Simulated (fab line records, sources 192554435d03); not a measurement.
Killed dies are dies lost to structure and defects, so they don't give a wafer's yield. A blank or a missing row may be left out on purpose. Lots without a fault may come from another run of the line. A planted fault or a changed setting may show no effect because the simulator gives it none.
Chamber matching | flow n5_finfet | N5_BEOL_M6_STRIP_67 on rie_diel-02: 4 sister chambers
The step strips in CF4. 7 wafers are shown with their chamber, then 7 later ones without.

WAFERS WITH THEIR CHAMBER
wafer  | chamber | throttle_valve_pct (%) | oes_product_au (a.u.)
L081.5 | 2       | 14.00                  | 0.68
L085.6 | 1       | 13.53                  | 0.76
L087.3 | 3       | 13.11                  | 0.91
L087.5 | 1       | 13.54                  | 0.74
L087.6 | 0       | 13.67                  | 0.71
L089.1 | 3       | 13.09                  | 0.91
L089.3 | 0       | 13.69                  | 0.70

WAFERS WITHOUT THEIR CHAMBER
wafer  | throttle_valve_pct (%) | oes_product_au (a.u.)
L089.4 | 13.57                  | 0.74
L091.3 | 13.46                  | 0.94
L091.5 | 13.12                  | 0.89
L091.6 | 13.68                  | 0.70
L094.1 | 13.48                  | 0.93
L094.5 | 13.12                  | 0.88
L094.6 | 13.47                  | 0.92

WHICH CHAMBER EACH WENT THROUGH
wafer  | from the rows above | in truth
L089.4 | 1                   | 1
L091.3 | 1                   | 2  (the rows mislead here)
L091.5 | 3                   | 3
L091.6 | 0                   | 0
L094.1 | 1                   | 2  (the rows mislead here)
L094.5 | 3                   | 3
L094.6 | 1                   | 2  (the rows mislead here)
Placed correctly: 4 of 7. Can't be placed from these rows: 0. Placed wrongly: 3.
How it was worked out, from the rows above alone: a wafer's distance from a chamber is the root of the sum, over the readings, of the square of ((its reading less the chamber's mean) divided by the reading's scatter). The wafer belongs to the nearest chamber; if the next one is less than 2 further off, it can't be placed. A chamber's mean is the mean of its shown wafers. The scatter: the root of (the sum of the squares of (reading less its chamber's mean) over the shown wafers, divided by (wafers less chambers)).
